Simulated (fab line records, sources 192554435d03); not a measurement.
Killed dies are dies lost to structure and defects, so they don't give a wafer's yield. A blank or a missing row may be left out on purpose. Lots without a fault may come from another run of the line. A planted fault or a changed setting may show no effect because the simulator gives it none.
One fault seen from 2 desks | flow n5_finfet | each desk has only its own numbers; what lay behind them comes last

THE TOOL OWNER'S DESK: litho_track-01
The tool's own readings at N5_BEOL_M12_COAT_22 (resist thk 300 nm): means of the sampled wafers that have a number, for each lot that ran on this tool. A lot is out of limits, marked OUT, if its mean lies more than 4 standard deviations from the usual mean; the brackets give that distance.
Columns: A = spin_speed_rpm at N5_BEOL_M12_COAT_22, usual 2887.5 rpm
lot  | first seen here | A
L200 | day 12 02:51    | 2887.5
L198 | day 12 08:01    | 2885.1
L202 | day 13 08:17    | 2886.5
L205 | day 13 13:24    | 2650.6 (-99 or more) OUT
L206 | day 13 21:31    | 2652.0 (-99 or more) OUT
L218 | day 17 04:25    | 2885.0
L217 | day 17 06:13    | 2887.7
L220 | day 18 01:40    | 2886.1
This desk's finding: out of limits on L205, L206; first on L205, day 13 13:24 (spin_speed_rpm at N5_BEOL_M12_COAT_22). In limits: L200, L198, L202, L218, L217, L220.

THE METROLOGY DESK
What the gauges read, lot by lot, whatever tool the lot ran on: means of the sampled wafers that have a number. A lot is out of limits, marked OUT, if its mean lies more than 4 standard deviations from the usual mean; the brackets give that distance.
Columns: A = M11_THK at N5_BEOL_M11_THK_MEAS_53, usual 139.7 nm
lot  | first seen here | A
L200 | day 12 01:26    | 140.1
L198 | day 12 06:46    | 138.3
L202 | day 13 06:26    | 141.5
L205 | day 13 12:10    | 138.6
L206 | day 13 20:09    | 138.9
L208 | day 14 22:05    | 143.5
L209 | day 15 05:15    | 141.6
L218 | day 17 03:02    | 142.8
L217 | day 17 04:24    | 138.5
L221 | day 17 19:47    | 139.7
L220 | day 18 00:18    | 137.8
This desk's finding: nothing out of limits on any of the 11 lots.

PUT TOGETHER
The tool owner's desk could have raised an alarm at day 13 13:24, on L205, L206.
The metrology desk saw nothing out of limits.
The metrology desk has L205, L206 on record, within its limits.
Of the lots named, all ran N5_BEOL_M12_COAT_22 on litho_track-01.

WHAT THE SIMULATOR HAD PUT IN
Process parameter drift: litho_track-01, from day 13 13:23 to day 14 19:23, at N5_BEOL_M12_COAT_22. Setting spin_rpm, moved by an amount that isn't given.
Lots struck among those shown: L205, L206.
Hours from the fault's start to each desk's first reading out of limits: the tool owner's desk, 0.
